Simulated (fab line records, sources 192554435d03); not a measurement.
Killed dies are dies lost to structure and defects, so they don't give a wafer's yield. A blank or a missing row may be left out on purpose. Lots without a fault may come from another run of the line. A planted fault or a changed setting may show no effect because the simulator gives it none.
Split-lot experiment | flow n5_finfet | 7 lots, 39 wafers read, on a route of 1938 steps

THE SPLIT
At N5_BEOL_M14_DEP_53 (deposits SiCN from 3MS/NH3, target thk 50 nm, time 17.8 s), the setting target_thk_a was moved away from the recipe's 500 angstrom on 15 of the 39 wafers read, by -47.9% to +57.7%. The other wafers ran this setting at the recipe's value.

The reading is taken at the split's own step.

THE READING
SiCN_of_BEOL_M14_DEP_53.thk_nm (the simulator's own value, which no gauge read), in nm, at N5_BEOL_M14_DEP_53 (deposits SiCN from 3MS/NH3, target thk 50 nm, time 17.8 s). The file gives no usual value for it. The 24 wafers here that ran the recipe average 49.9 nm, standard deviation 0.75 nm.

wafer  | tool, chamber at the split | target_thk_a as run, angstrom | against the recipe | SiCN_of_BEOL_M14_DEP_53.thk_nm, nm | against lot-mates on the recipe
L075.1 | pecvd-03, 0                | 500                           | recipe             | 49.6                               | -
L075.2 | pecvd-03, 2                | 500                           | recipe             | 49.4                               | -
L075.3 | pecvd-03, 1                | 311.9                         | -37.6%             | 29.8                               | -20.0
L075.4 | pecvd-03, 0                | 500                           | recipe             | 50.4                               | -
L075.5 | pecvd-03, 1                | 311.9                         | -37.6%             | 30                                 | -19.8
L075.6 | pecvd-03, 2                | 311.9                         | -37.6%             | 31                                 | -18.8
L077.1 | pecvd-01, 0                | 500                           | recipe             | 49.8                               | -
L077.2 | pecvd-01, 0                | 264.6                         | -47.1%             | 27                                 | -23.0
L077.3 | pecvd-01, 0                | 264.6                         | -47.1%             | 26.4                               | -23.6
L077.4 | pecvd-01, 0                | 264.6                         | -47.1%             | 26.8                               | -23.2
L077.5 | pecvd-01, 0                | 500                           | recipe             | 50                                 | -
L077.6 | pecvd-01, 0                | 500                           | recipe             | 50.2                               | -
L078.3 | pecvd-01, 2                | 500                           | recipe             | 50.4                               | -
L078.4 | pecvd-01, 0                | 500                           | recipe             | 49.8                               | -
L078.6 | pecvd-01, 0                | 500                           | recipe             | 50                                 | -
L079.1 | pecvd-03, 2,1              | 500                           | recipe             | 49                                 | -
L079.5 | pecvd-03, 2,1              | 500                           | recipe             | 49                                 | -
L079.2 | pecvd-03, 0                | 500                           | recipe             | 49.4                               | -
L079.3 | pecvd-03, 1                | 500                           | recipe             | 47.6                               | -
L079.4 | pecvd-03, 0                | 500                           | recipe             | 50.6                               | -
L079.6 | pecvd-03, 2                | 500                           | recipe             | 50                                 | -
L084.1 | pecvd-02, 0,1              | 788.4                         | +57.7%             | 78.6                               | +28.2
L084.2 | pecvd-02, 0,1              | 788.4                         | +57.7%             | 78.6                               | +28.2
L084.3 | pecvd-02, 2                | 788.4                         | +57.7%             | 78.4                               | +28.0
L084.4 | pecvd-02, 2,0              | 500                           | recipe             | 50.2                               | -
L084.6 | pecvd-02, 2,0              | 500                           | recipe             | 50.2                               | -
L084.5 | pecvd-02, 1                | 500                           | recipe             | 50.8                               | -
L092.1 | pecvd-02, 0                | 500                           | recipe             | 49.6                               | -
L092.2 | pecvd-02, 1                | 260.3                         | -47.9%             | 27.6                               | -22.6
L092.3 | pecvd-02, 2                | 500                           | recipe             | 50                                 | -
L092.4 | pecvd-02, 2                | 260.3                         | -47.9%             | 27                                 | -23.2
L092.5 | pecvd-02, 0                | 260.3                         | -47.9%             | 26.4                               | -23.8
L092.6 | pecvd-02, 1                | 500                           | recipe             | 51                                 | -
L097.1 | pecvd-02, 1                | 500                           | recipe             | 50.4                               | -
L097.2 | pecvd-02, 2,0              | 608.7                         | +21.7%             | 61                                 | +10.7
L097.5 | pecvd-02, 2,0              | 608.7                         | +21.7%             | 61                                 | +10.7
L097.3 | pecvd-02, 0                | 500                           | recipe             | 49.2                               | -
L097.4 | pecvd-02, 2                | 500                           | recipe             | 51.2                               | -
L097.6 | pecvd-02, 1                | 608.7                         | +21.7%             | 62.2                               | +11.9
Where a row lists several chambers, the file gives one row for several wafers and doesn't say which wafer went through which chamber.

THE FIT
A straight line over all 39 wafers: SiCN_of_BEOL_M14_DEP_53.thk_nm changes by +0.497 nm for each +1% of target_thk_a; r = +1.00; the points scatter about the line by 0.78 nm.
The same after taking each lot's own level away (the mean of its wafers on the recipe; 39 wafers): +0.494 nm for each +1%; r = +1.00; scatter 0.66 nm.
On that fit, the largest move of target_thk_a shifts the reading by 28 nm.
The lots' own levels span 49.27 to 50.40 nm, that is 1.5 times the standard deviation above.
So the lot-to-lot level changes the slope little: the two slopes agree.
Check: with one of the wafers moved furthest among these (+57.7%) left out of the fit, the line predicts +28.5 nm for it against its lot-mates. It came out at +28.2 nm against them.

THE FILE'S OWN FIT
SiCN_of_BEOL_M14_DEP_53.thk_nm changes by +0.494 nm for each +1% of target_thk_a, r = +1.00.
